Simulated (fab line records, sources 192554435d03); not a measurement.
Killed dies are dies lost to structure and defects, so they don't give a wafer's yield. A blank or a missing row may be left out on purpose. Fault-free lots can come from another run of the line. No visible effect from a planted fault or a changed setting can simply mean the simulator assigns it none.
fab line records	flow n5_finfet
[record] lots = 7	wafers = 21
route steps=1938 shown WELL_APT@36 PMOS_HMC_CHANNEL_EPI@63 DUMMY_GATE@224 SD_EPI_N@268 SDB@353 HKMG_FIN@391
start_h: hours from the record's opening day to when the first of the lot's shown wafers began	wait_h: time in hours since the lot's previous step	" repeats the value in the row above	L1.1+2: several wafers, shown together as one row	- no value, or no start given	* or withheld: withheld	< > ~ a bound
route shown NAME@n: NAME is a module with steps in the file, n the number in the route of the first one	usual: average and standard deviation across the fault-free wafers	same: alike in all rows	chamber/n: place in a boat	sites: each site's reading	_std_site: the standard deviation of these	_edge_site: the outer-site mean with the inner-site mean subtracted	radius_mm: how far each site lies from the wafer's centre	mask NAME#n: copy n	behind: tool/chamber where the wafer was last shaped	hold: reason for holding the lot/hours on hold/outcome of the hold	device: transistor that didn't switch, given as n, p or np	end of line: the route-end tests of the same wafers	a step given without rows: its recipe and nothing more	killed: not the wafer's yield, but the dies lost to structure and defects at the first sort	map: shows each die of a wafer: x if killed, . if not, _ if none is there
set.NAME: the setting that was run; set.NAME@STEP: the one run at that earlier step	model.NAME: the simulator's own value behind a step, which no gauge read
lots run with intentionally changed settings; tables by step, rows by wafer
[[steps]]
[step N5_WELL_APT_COAT_19]
[recipe] spin_rpm = 1357	resist_thk_nm = 950
lot.wafer	tool	chamber	start_h	wait_h	set.spin_rpm	model.coat_of_WELL_APT_COAT_19.thk_nm
L075.1	litho_track-01	0	-	-	1357	952.1
L075.4	"	0	"	"	1357	949.9
L075.6	"	0	"	"	1357	953.5
L076.1	litho_track-02	0	-	-	1357	953.7
L076.4	"	0	"	"	1357	954.6
L076.6	"	0	"	"	1460	918.2
L077.2	litho_track-02	0	-	-	1357	951.8
L077.3	"	0	"	"	1357	949.5
L077.4	"	0	"	"	1310	969.2
L078.1	litho_track-01	0	-	-	1357	952.1
L078.4	"	0	"	"	1357	949.7
L078.6	"	0	"	"	1357	951.9
L079.1	litho_track-02	0	-	-	1281	974.9
L079.3	"	0	"	"	1357	948.7
L079.4	"	0	"	"	1281	972.9
L080.1	litho_track-05	0	-	-	1357	948.1
L080.4	"	0	"	"	1484	907.4
L080.6	"	0	"	"	1357	951.3
L094.4	litho_track-02	0	-	-	1357	951.3
L094.5	"	0	"	"	1357	950
L094.6	"	0	"	"	1357	948.3
[step N5_PMOS_HMC_CHANNEL_EPI_PEB_07]
[recipe] peb_temp_c = 110	peb_time_s = 60	resist = CAR-ArF-block
lot.wafer	tool	chamber	start_h	wait_h	set.peb_temp_c
L075.1+4+6	litho_track-04	0	23.68	0.1	110
L076.1+4+6	litho_track-03	0	29.91	0.1	110
L077.2+3	litho_track-05	0	35.86	0.0	110
L077.4	"	0	"	"	112.8
L078.1+4+6	litho_track-03	0	44.10	0.1	110
L079.1+3+4	litho_track-04	0	47.39	0.1	110
L080.1	litho_track-03	0	53.08	0.1	112.3
L080.4+6	"	0	"	"	110
L094.4+5+6	litho_track-05	0	137.27	0.0	110
[step N5_PMOS_HMC_CHANNEL_EPI_DEVELOP_08]
[recipe] develop_time_s = 30	developer = TMAH	resist = CAR-ArF-block	dev_temp_c = 23	rinse_liquid = diw	dry = air_spin
[step N5_PMOS_HMC_CHANNEL_EPI_CD_MEAS_09]
[recipe] target_cd_nm = 237.4	landing_energy_ev = 500	detector = se_inlens
[usual] cd_nm = 237.0/0.91
lot.wafer	tool	chamber	start_h	wait_h	set.peb_temp_c@PMOS_HMC_CHANNEL_EPI_PEB_07	cd_nm
L075.1	cd_sem-02	0	23.75	-	110	237.2
L075.4	"	0	"	"	110	237.1
L075.6	"	0	"	"	110	235.9
L076.1	cd_sem-02	0	29.98	-	110	236.4
L076.4	"	0	"	"	110	237.3
L076.6	"	0	"	"	110	236.7
L077.2	cd_sem-01	0	35.92	-	110	236.4
L077.3	"	0	"	"	110	236.2
L077.4	"	0	"	"	112.8	243.8
L078.1	cd_sem-02	0	44.17	-	110	237.5
L078.4	"	0	"	"	110	237.1
L078.6	"	0	"	"	110	237.3
L079.1	cd_sem-03	0	47.46	-	110	238.5
L079.3	"	0	"	"	110	237.2
L079.4	"	0	"	"	110	237.6
L080.1	cd_sem-01	0	53.15	-	112.3	243.1
L080.4	"	0	"	"	110	236.1
L080.6	"	0	"	"	110	236.4
L094.4	cd_sem-01	0	137.34	-	110	237.7
L094.5	"	0	"	"	110	238.1
L094.6	"	0	"	"	110	238.3
[step N5_PMOS_HMC_CHANNEL_EPI_DESCUM_14]
[recipe] chemistry = O2	time_s = 7.9	source_power_w = 50	bias_power_w = 20	pressure_mtorr = 20	rf_frequency_hz = 2.712e+07	temp_c = 40	resist = CAR-ArF-block	o2_flow_sccm = 225
lot.wafer	tool	chamber	start_h	wait_h	set.peb_temp_c@PMOS_HMC_CHANNEL_EPI_PEB_07	model.PMOS_HMC_CHANNEL_EPI.cd_nm
L075.1	rie_diel-05	0	23.84	0.0	110	237.5
L075.4	"	1	"	"	110	237.2
L075.6	"	1	"	"	110	236
L076.1	rie_diel-03	3	30.07	0.0	110	236.5
L076.4	"	2	"	"	110	237.2
L076.6	"	0	"	"	110	236.6
L077.2	rie_diel-05	2	36.31	0.3	110	236.7
L077.3	"	1	"	"	110	236.4
L077.4	"	2	"	"	112.8	244.2
L078.1+6	rie_diel-04	0,2	44.26	0.0	110	237.2
L078.4	"	1	"	"	110	237.3
L079.1	rie_diel-04	1	47.55	0.0	110	238.5
L079.3	"	2	"	"	110	237
L079.4	"	0	"	"	110	237.3
L080.1	rie_diel-05	3	53.26	0.1	112.3	243.1
L080.4	"	2	"	"	110	236.3
L080.6	"	3	"	"	110	236.2
L094.4	rie_diel-04	2	137.45	0.0	110	237.5
L094.5	"	1	"	"	110	238.1
L094.6	"	2	"	"	110	238.4
[step N5_PMOS_HMC_CHANNEL_EPI_ETCH_32]
[recipe] chemistry = N2/H2	target = BARC	stop_on = SiO2	target_depth_a = 858	over_etch_frac = 0.3	time_s = 50.3	ion_energy_ev = 200	mask_material = CAR-ArF-block	pressure_mtorr = 30	source_w = 840	bias_w = 150	n2_flow_sccm = 200	h2_flow_sccm = 200
lot.wafer	tool	chamber	start_h	wait_h	set.peb_temp_c@PMOS_HMC_CHANNEL_EPI_PEB_07	model.PMOS_HMC_CHANNEL_EPI.cd_nm
L075.1	rie_diel-05	0	23.87	0.0	110	239.9
L075.4	"	1	"	"	110	240.2
L075.6	"	1	"	"	110	239.4
L076.1	rie_diel-03	3	30.10	0.0	110	239.4
L076.4+6	"	2,0	"	"	110	239.6
L077.2	rie_diel-05	2	36.35	0.0	110	240.6
L077.3	"	1	"	"	110	239.7
L077.4	"	2	"	"	112.8	247.9
L078.1	rie_diel-04	0	44.30	0.0	110	239.1
L078.4	"	1	"	"	110	239.6
L078.6	"	2	"	"	110	238.7
L079.1	rie_diel-04	1	47.58	0.0	110	241.2
L079.3	"	2	"	"	110	239.5
L079.4	"	0	"	"	110	239.2
L080.1	rie_diel-05	3	53.29	0.0	112.3	246.4
L080.4	"	2	"	"	110	240.6
L080.6	"	3	"	"	110	239.5
L094.4	rie_diel-04	2	137.49	0.0	110	240.4
L094.5+6	"	1,2	"	"	110	241.1
[step N5_DUMMY_GATE_COAT_28]
[recipe] resist = underlayer	temp_c = 205	time_s = 60	spin_rpm = 1500	resist_thk_nm = 10
lot.wafer	tool	chamber	start_h	wait_h	set.spin_rpm	model.underlayer_of_DUMMY_GATE_COAT_28.thk_nm
L075.1+4+6	litho_track-02	0	-	-	1500	10
L076.1+6	litho_track-04	0	-	-	1637	9.6
L076.4	"	0	"	"	1500	10
L077.2	litho_track-03	0	-	-	1607	9.6
L077.3+4	"	0	"	"	1500	10
L078.1	litho_track-03	0	-	-	1435	10.2
L078.4+6	"	0	"	"	1500	10
L079.1+3+4	litho_track-03	0	-	-	1500	10
L080.1	litho_track-02	0	-	-	1500	10
L080.4+6	"	0	"	"	1439	10.2
L094.4+5	litho_track-03	0	-	-	1500	10
L094.6	"	0	"	"	1634	9.6
[step N5_SD_EPI_N_PEB_07]
[recipe] peb_temp_c = 110	peb_time_s = 60	resist = CAR-ArF-block
lot.wafer	tool	chamber	start_h	wait_h	set.peb_time_s
L075.1+4+6	litho_track-02	0	56.53	0.1	60
L076.1+4+6	litho_track-02	0	61.44	0.1	52.63
L077.2+4	litho_track-02	0	68.63	0.0	53.32
L077.3	"	0	"	"	60
L078.1+4	litho_track-01	0	76.81	0.1	47.58
L078.6	"	0	"	"	60
L079.1+3+4	litho_track-02	0	78.99	0.1	60
L080.1	litho_track-05	0	85.64	0.1	60
L080.4+6	"	0	"	"	71.64
L094.4	litho_track-02	0	168.74	0.0	47.57
L094.5+6	"	0	"	"	60
[step N5_SD_EPI_N_DEVELOP_08]
[recipe] develop_time_s = 30	developer = TMAH	resist = CAR-ArF-block	dev_temp_c = 23	rinse_liquid = diw	dry = air_spin
[step N5_SD_EPI_N_CD_MEAS_09]
[recipe] target_cd_nm = 120	landing_energy_ev = 500	detector = se_inlens
[usual] cd_nm = 120.0/0.66
lot.wafer	tool	chamber	start_h	wait_h	set.peb_time_s@SD_EPI_N_PEB_07	cd_nm
L075.1	cd_sem-03	0	56.60	-	60	121.1
L075.4	"	0	"	"	60	120.9
L075.6	"	0	"	"	60	119.7
L076.1	cd_sem-03	0	61.51	-	52.63	116.6
L076.4	"	0	"	"	52.63	115.9
L076.6	"	0	"	"	52.63	113.8
L077.2	cd_sem-02	0	68.70	-	53.32	114.2
L077.3	"	0	"	"	60	120.5
L077.4	"	0	"	"	53.32	116.3
L078.1	cd_sem-01	0	76.88	-	47.58	111.5
L078.4	"	0	"	"	47.58	110.4
L078.6	"	0	"	"	60	118.8
L079.1	cd_sem-02	0	79.05	-	60	121.9
L079.3	"	0	"	"	60	120.1
L079.4	"	0	"	"	60	121.3
L080.1	cd_sem-01	0	85.71	-	60	120.1
L080.4	"	0	"	"	71.64	124.8
L080.6	"	0	"	"	71.64	126.3
L094.4	cd_sem-02	0	168.81	-	47.57	111.9
L094.5	"	0	"	"	60	120.7
L094.6	"	0	"	"	60	120.5
[step N5_SD_EPI_N_DESCUM_14]
[recipe] chemistry = O2	time_s = 7.9	source_power_w = 50	bias_power_w = 20	pressure_mtorr = 20	rf_frequency_hz = 2.712e+07	temp_c = 40	resist = CAR-ArF-block	o2_flow_sccm = 225
lot.wafer	tool	chamber	start_h	wait_h	set.time_s	set.peb_time_s@SD_EPI_N_PEB_07	model.SD_EPI_N.cd_nm
L075.1+4	rie_diel-02	1,2	56.83	0.2	7.9	60	121.2
L075.6	"	3	"	"	7.9	60	119.6
L076.1	rie_diel-06	2	61.63	0.1	6.641	52.63	116
L076.4	"	3	"	"	7.9	52.63	115.4
L076.6	"	0	"	"	7.9	52.63	114
L077.2	rie_diel-06	2	69.77	1.0	7.9	53.32	114
L077.3	"	1	"	"	6.832	60	120
L077.4	"	1	"	"	6.832	53.32	115.8
L078.1	rie_diel-02	0	77.18	0.3	7.9	47.58	111.6
L078.4	"	1	"	"	7.9	47.58	110
L078.6	"	3	"	"	7.9	60	119
L079.1	rie_diel-01	1	79.14	0.0	7.197	60	122
L079.3	"	0	"	"	7.9	60	119.8
L079.4	"	1	"	"	7.9	60	121.4
L080.1	rie_diel-02	2	85.88	0.1	7.9	60	120.4
L080.4	"	1	"	"	6.172	71.64	124.6
L080.6	"	1	"	"	6.172	71.64	125.6
L094.4	rie_diel-06	0	169.12	0.3	8.552	47.57	111.6
L094.5	"	0	"	"	7.9	60	120.6
L094.6	"	1	"	"	8.552	60	120.8
[step N5_SD_EPI_N_ETCH_34]
[recipe] chemistry = CF4	target = SiARC	target_depth_a = 455	mask_material = CAR-ArF-block	time_s = 75.8	ion_energy_ev = 80	pressure_mtorr = 40	source_w = 545	bias_w = 36	Ar_flow_sccm = 100	cf4_flow_sccm = 100	ends = cleared
[step N5_SD_EPI_N_ETCH_35]
[recipe] chemistry = N2/H2	target = SOC	overetch_a = 1080	mask_material = SiARC	temp_c = 40	ion_energy_ev = 100	source_w = 3000	bias_w = 133	pressure_mtorr = 20	time_s = 486	n2_flow_sccm = 200	h2_flow_sccm = 200
lot.wafer	tool	chamber	start_h	wait_h	set.peb_time_s@SD_EPI_N_PEB_07	model.SD_EPI_N.cd_nm
L075.1	rie_diel-02	1	56.92	0.0	60	121.2
L075.4	"	2	"	"	60	121.4
L075.6	"	3	"	"	60	118.2
L076.1	rie_diel-06	2	61.72	0.0	52.63	116.4
L076.4	"	3	"	"	52.63	116.2
L076.6	"	0	"	"	52.63	113.6
L077.2	rie_diel-06	2	69.87	0.0	53.32	115.2
L077.3	"	1	"	"	60	122.4
L077.4	"	1	"	"	53.32	117
L078.1	rie_diel-02	0	77.28	0.0	47.58	113.4
L078.4	"	1	"	"	47.58	110.6
L078.6	"	3	"	"	60	118.4
L079.1	rie_diel-01	1	79.23	0.0	60	122.4
L079.3	"	0	"	"	60	121.2
L079.4	"	1	"	"	60	122
L080.1	rie_diel-02	2	85.97	0.0	60	119.4
L080.4	"	1	"	"	71.64	123.4
L080.6	"	1	"	"	71.64	124.6
L094.4	rie_diel-06	0	169.21	0.0	47.57	112.8
L094.5	"	0	"	"	60	121.8
L094.6	"	1	"	"	60	122
[step N5_SDB_EXPOSE_08]
[recipe] mask_id = SDB	na = 1.35	source_shape = conventional	sigma_outer = 0.5	polarization = unpolarized	dose_mj = 49.6
lot.wafer	tool	chamber	start_h	wait_h	mask	set.dose_mj
L075.1+4+6	arfi_scanner-01	0	75.73	-	SDB#0	49.6
L076.1+4	arfi_scanner-02	0	80.18	-	SDB#0	49.6
L076.6	"	0	"	"	SDB#0	47.37
L077.2	arfi_scanner-03	0	85.38	-	SDB#0	49.6
L077.3+4	"	0	"	"	SDB#0	47.31
L078.1+4	arfi_scanner-03	0	94.32	-	SDB#0	47.82
L078.6	"	0	"	"	SDB#0	49.6
L079.1+3+4	arfi_scanner-03	0	95.25	-	SDB#0	49.6
L080.1+4+6	arfi_scanner-02	0	105.15	-	SDB#0	49.6
L094.4+6	arfi_scanner-03	0	185.02	-	SDB#0	49.6
L094.5	"	0	"	"	SDB#0	47.97
[step N5_SDB_PEB_09]
[recipe] peb_temp_c = withheld	peb_time_s = 60	resist = CAR-ArF
[step N5_SDB_DEVELOP_10]
[recipe] develop_time_s = 30	developer = TMAH	resist = CAR-ArF	rinse_liquid = diw	dry = air_spin	dev_temp_c = 23
[step N5_SDB_CD_MEAS_11]
[recipe] target_cd_nm = 50	landing_energy_ev = 500	detector = se_inlens	polarity = opening
[usual] cd_nm = 49.8/1.2
lot.wafer	tool	chamber	start_h	wait_h	set.dose_mj@SDB_EXPOSE_08	cd_nm
L075.1	cd_sem-03	0	75.85	-	49.6	51.3
L075.4	"	0	"	"	49.6	51.5
L075.6	"	0	"	"	49.6	49.4
L076.1	cd_sem-02	0	80.31	-	49.6	48.1
L076.4	"	0	"	"	49.6	48.4
L076.6	"	0	"	"	47.37	45.7
L077.2	cd_sem-02	0	85.50	-	49.6	51.0
L077.3	"	0	"	"	47.31	45.2
L077.4	"	0	"	"	47.31	46.6
L078.1	cd_sem-03	0	94.45	-	47.82	45.3
L078.4	"	0	"	"	47.82	45.1
L078.6	"	0	"	"	49.6	48.8
L079.1	cd_sem-01	0	95.37	-	49.6	49.5
L079.3	"	0	"	"	49.6	50.3
L079.4	"	0	"	"	49.6	50.0
L080.1	cd_sem-01	0	105.27	-	49.6	50.8
L080.4	"	0	"	"	49.6	50.4
L080.6	"	0	"	"	49.6	49.2
L094.4	cd_sem-03	0	185.13	-	49.6	49.5
L094.5	"	0	"	"	47.97	46.2
L094.6	"	0	"	"	49.6	48.3
[step N5_HKMG_FIN_COAT_42]
[recipe] resist = SiARC	temp_c = 220	time_s = 60	spin_rpm = 1500	resist_thk_nm = 35
lot.wafer	tool	chamber	start_h	wait_h	set.spin_rpm	model.SiARC_of_HKMG_FIN_COAT_42.thk_nm
L075.1+6	litho_track-04	0	-	-	1500	35.2
L075.4	"	0	"	"	1500	35
L076.1+6	litho_track-05	0	-	-	1500	35
L076.4	"	0	"	"	1664	33.2
L077.2	litho_track-04	0	-	-	1500	35.2
L077.3+4	"	0	"	"	1500	35
L078.1+6	litho_track-01	0	-	-	1661	33.2
L078.4	"	0	"	"	1500	35
L079.1	litho_track-04	0	-	-	1417	36
L079.3+4	"	0	"	"	1500	35
L080.1	litho_track-05	0	-	-	1500	34.8
L080.4	"	0	"	"	1424	35.8
L080.6	"	0	"	"	1500	35
L094.4	litho_track-05	0	-	-	1500	35
L094.5+6	"	0	"	"	1585	34
[step N5_HKMG_FIN_COAT_43]
[recipe] resist = CAR-ArF	spin_rpm = 1500	resist_thk_nm = 90
[step N5_HKMG_FIN_EBR_45]
[recipe] solvent = PGMEA	ebr_width_mm = 1.5
[step N5_HKMG_FIN_DESCUM_53]
[recipe] chemistry = O2	time_s = 7.9	source_power_w = 50	bias_power_w = 20	pressure_mtorr = 20	rf_frequency_hz = 2.712e+07	temp_c = 40	resist = CAR-ArF	o2_flow_sccm = 225
[step N5_HKMG_FIN_ETCH_54]
[recipe] chemistry = CF4	target = SiARC	target_depth_a = 455	mask_material = CAR-ArF	time_s = 75.8	ion_energy_ev = 80	pressure_mtorr = 40	source_w = 545	bias_w = 36	Ar_flow_sccm = 100	cf4_flow_sccm = 100	ends = cleared
lot.wafer	tool	chamber	start_h	wait_h	set.spin_rpm@HKMG_FIN_COAT_42	model.etch.depth_nm	model.CAR-ArF_of_HKMG_FIN_COAT_43.thk_nm
L075.1	rie_diel-02	2	81.58	0.0	1500	35.13	50.6
L075.4	"	3	"	"	1500	35.09	50.4
L075.6	"	3	"	"	1500	35.11	50.4
L076.1	rie_diel-06	1	86.19	0.0	1500	34.98	51
L076.4	"	1	"	"	1664	33.29	52.2
L076.6	"	1	"	"	1500	35.05	50.8
L077.2	rie_diel-01	3	91.64	0.0	1500	35.1	50.6
L077.3	"	2	"	"	1500	34.96	51
L077.4	"	1	"	"	1500	35.01	51.2
L078.1	rie_diel-02	2	100.38	0.0	1661	33.18	52.8
L078.4	"	1	"	"	1500	34.93	51.2
L078.6	"	1	"	"	1661	33.13	52.8
L079.1	rie_diel-02	2	101.49	0.0	1417	36.04	49.4
L079.3	"	1	"	"	1500	35.04	50.2
L079.4	"	3	"	"	1500	34.97	50.6
L080.1	rie_diel-01	1	112.69	0.0	1500	34.86	50.8
L080.4	"	2	"	"	1424	35.74	50
L080.6	"	3	"	"	1500	34.99	50.8
L094.4	rie_diel-02	1	191.45	0.0	1500	34.96	50.8
L094.5	"	2	"	"	1585	34.03	51.4
L094.6	"	1	"	"	1585	34.06	51.2
[step N5_HKMG_FIN_ETCH_55]
[recipe] chemistry = N2/H2	target = SOC	target_depth_a = 2400	temp_c = 40	time_s = 300	ion_energy_ev = 200	mask_material = SiARC	pressure_mtorr = 30	source_w = 840	bias_w = 150	n2_flow_sccm = 200	h2_flow_sccm = 200
[usual] rf_vpp_V = 525/3
lot.wafer	tool	chamber	start_h	wait_h	set.bias_w	set.spin_rpm@HKMG_FIN_COAT_42	rf_vpp_V	model.etch.depth_nm	model.HKMG_FIN.feature_depth_nm	model.SiARC_of_HKMG_FIN_COAT_42.thk_nm
L075.1	rie_diel-02	2	81.64	0.0	150	1500	529	243.8	243.8	21.4
L075.4	"	3	"	"	150	1500	521	238.5	238.6	21.4
L075.6	"	3	"	"	150	1500	523	239.5	239.4	21.4
L076.1	rie_diel-06	1	86.28	0.1	150	1500	522	234.7	234.6	21.4
L076.4	"	1	"	"	173.8	1664	572	254.9	254.8	17
L076.6	"	1	"	"	173.8	1500	573	252.9	253	18.8
L077.2	rie_diel-01	3	91.69	0.0	150	1500	523	234.5	234.4	21.4
L077.3	"	2	"	"	137.1	1500	494	228.2	228.2	22.8
L077.4	"	1	"	"	150	1500	523	237.7	237.8	21.4
L078.1	rie_diel-02	2	100.44	0.0	150	1661	529	240.5	240.6	19.6
L078.4	"	1	"	"	150	1500	524	245.5	245.6	20.8
L078.6	"	1	"	"	150	1661	525	242.9	242.8	19.2
L079.1	rie_diel-02	2	101.55	0.0	150	1417	530	245.1	245	22.2
L079.3	"	1	"	"	150	1500	526	248.6	248.6	20.6
L079.4	"	3	"	"	166.2	1500	558	254.9	254.8	19.2
L080.1	rie_diel-01	1	112.74	0.0	150	1500	523	239.8	239.8	21
L080.4	"	2	"	"	133.8	1424	486	229.2	229.2	23.8
L080.6	"	3	"	"	150	1500	523	236.3	236.2	21.2
L094.4	rie_diel-02	1	191.51	0.0	150	1500	526	245.1	245	20.8
L094.5	"	2	"	"	150	1585	528	239.3	239.4	20.6
L094.6	"	1	"	"	150	1585	525	243.9	244	20
[step N5_HKMG_FIN_COAT_06]
[recipe] resist = CAR-ArF	spin_rpm = 1500	resist_thk_nm = 90
lot.wafer	tool	chamber	start_h	wait_h	set.spin_rpm	model.CAR-ArF_of_HKMG_FIN_COAT_06.thk_nm
L075.1	litho_track-05	0	-	-	1500	90
L075.4+6	"	0	"	"	1500	90.2
L076.1	litho_track-05	0	-	-	1632	86.2
L076.4	"	0	"	"	1632	86.4
L076.6	"	0	"	"	1500	90
L077.2	litho_track-04	0	-	-	1500	90
L077.3	"	0	"	"	1500	90.4
L077.4	"	0	"	"	1649	86
L078.1	litho_track-05	0	-	-	1668	85.2
L078.4	"	0	"	"	1500	90.2
L078.6	"	0	"	"	1500	90
L079.1	litho_track-01	0	-	-	1590	87.8
L079.3	"	0	"	"	1590	87.6
L079.4	"	0	"	"	1500	90.2
L080.1	litho_track-04	0	-	-	1344	94.8
L080.4+6	"	0	"	"	1500	89.6
L094.4+6	litho_track-04	0	-	-	1500	89.8
L094.5	"	0	"	"	1500	89.6
[step N5_HKMG_FIN_EBR_08]
[recipe] solvent = PGMEA	ebr_width_mm = 1.5
[step N5_HKMG_FIN_SOFTBAKE_07]
[recipe] temp_c = 110	time_s = 60	resist = CAR-ArF
[step N5_HKMG_FIN_EXPOSE_09]
[recipe] mask_id = NWFM	na = 1.35	source_shape = conventional	sigma_outer = 0.8	polarization = unpolarized	target_cd_nm = 98	dose_mj = 39.25
[step N5_HKMG_FIN_PEB_10]
[recipe] peb_temp_c = withheld	peb_time_s = 60	resist = CAR-ArF
[step N5_HKMG_FIN_DEVELOP_11]
[recipe] develop_time_s = 30	developer = TMAH	resist = CAR-ArF	dev_temp_c = 23	rinse_liquid = diw	dry = air_spin
lot.wafer	tool	chamber	start_h	wait_h	set.spin_rpm@HKMG_FIN_COAT_06	model.CAR-ArF_of_HKMG_FIN_COAT_06.thk_nm
L075.1	litho_track-05	0	-	-	1500	88.2
L075.4+6	"	0	"	"	1500	88.4
L076.1+4	litho_track-04	0	-	-	1632	84.6
L076.6	"	0	"	"	1500	88.4
L077.2	litho_track-01	0	-	-	1500	88.4
L077.3	"	0	"	"	1500	88.6
L077.4	"	0	"	"	1649	84.4
L078.1	litho_track-04	0	-	-	1668	83.4
L078.4	"	0	"	"	1500	88.4
L078.6	"	0	"	"	1500	88.2
L079.1+3	litho_track-01	0	-	-	1590	86
L079.4	"	0	"	"	1500	88.6
L080.1	litho_track-01	0	-	-	1344	93
L080.4+6	"	0	"	"	1500	88
L094.4+5+6	litho_track-04	0	-	-	1500	88
[[key]]
[split] step = N5_WELL_APT_COAT_19	setting = spin_rpm	stated = 1357	by = wafer
[response] step = N5_WELL_APT_COAT_19	reading = model.coat_of_WELL_APT_COAT_19.thk_nm	change = -4.63	per = 1%	r = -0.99
[split] step = N5_PMOS_HMC_CHANNEL_EPI_PEB_07	setting = peb_temp_c	stated = 110	by = wafer
[response] step = N5_PMOS_HMC_CHANNEL_EPI_CD_MEAS_09	reading = cd_nm	change = +3.08	per = 1%	r = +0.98
[response] step = N5_PMOS_HMC_CHANNEL_EPI_DESCUM_14	reading = model.PMOS_HMC_CHANNEL_EPI.cd_nm	change = +3.12	per = 1%	r = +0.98
[response] step = N5_PMOS_HMC_CHANNEL_EPI_ETCH_32	reading = model.PMOS_HMC_CHANNEL_EPI.cd_nm	change = +3.04	per = 1%	r = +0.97
[split] step = N5_DUMMY_GATE_COAT_28	setting = spin_rpm	stated = 1500	by = wafer
[response] step = N5_DUMMY_GATE_COAT_28	reading = model.underlayer_of_DUMMY_GATE_COAT_28.thk_nm	change = -0.0471	per = 1%	r = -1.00
[split] step = N5_SD_EPI_N_PEB_07	setting = peb_time_s	stated = 60	by = wafer
[response] step = N5_SD_EPI_N_CD_MEAS_09	reading = cd_nm	change = +0.374	per = 1%	r = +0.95
[response] step = N5_SD_EPI_N_DESCUM_14	reading = model.SD_EPI_N.cd_nm	change = +0.373	per = 1%	r = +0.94
[response] step = N5_SD_EPI_N_ETCH_35	reading = model.SD_EPI_N.cd_nm	change = +0.354	per = 1%	r = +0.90
[split] step = N5_SD_EPI_N_DESCUM_14	setting = time_s	stated = 7.9	by = wafer
response none clear
[split] step = N5_SDB_EXPOSE_08	setting = dose_mj	stated = 49.6	by = wafer
[response] step = N5_SDB_CD_MEAS_11	reading = cd_nm	change = +0.873	per = 1%	r = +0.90
[split] step = N5_HKMG_FIN_COAT_42	setting = spin_rpm	stated = 1500	by = wafer
[response] step = N5_HKMG_FIN_COAT_42	reading = model.SiARC_of_HKMG_FIN_COAT_42.thk_nm	change = -0.169	per = 1%	r = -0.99
[response] step = N5_HKMG_FIN_ETCH_54	reading = model.etch.depth_nm	change = -0.164	per = 1%	r = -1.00
[response] step = N5_HKMG_FIN_ETCH_54	reading = model.CAR-ArF_of_HKMG_FIN_COAT_43.thk_nm	change = +0.136	per = 1%	r = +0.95
[response] step = N5_HKMG_FIN_ETCH_55	reading = model.SiARC_of_HKMG_FIN_COAT_42.thk_nm	slope = -0.152	per = 1%	together_with = bias_w@HKMG_FIN_ETCH_55	explained = 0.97
[split] step = N5_HKMG_FIN_ETCH_55	setting = bias_w	stated = 150	by = wafer
[response] step = N5_HKMG_FIN_ETCH_55	reading = rf_vpp_V	change = +3.17	per = 1%	r = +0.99
[response] step = N5_HKMG_FIN_ETCH_55	reading = model.etch.depth_nm	change = +0.992	per = 1%	r = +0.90
[response] step = N5_HKMG_FIN_ETCH_55	reading = model.HKMG_FIN.feature_depth_nm	change = +0.994	per = 1%	r = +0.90
[response] step = N5_HKMG_FIN_ETCH_55	reading = model.SiARC_of_HKMG_FIN_COAT_42.thk_nm	change = -0.216	per = 1%	r = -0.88
[split] step = N5_HKMG_FIN_COAT_06	setting = spin_rpm	stated = 1500	by = wafer
[response] step = N5_HKMG_FIN_COAT_06	reading = model.CAR-ArF_of_HKMG_FIN_COAT_06.thk_nm	change = -0.445	per = 1%	r = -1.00
[response] step = N5_HKMG_FIN_DEVELOP_11	reading = model.CAR-ArF_of_HKMG_FIN_COAT_06.thk_nm	change = -0.441	per = 1%	r = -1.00
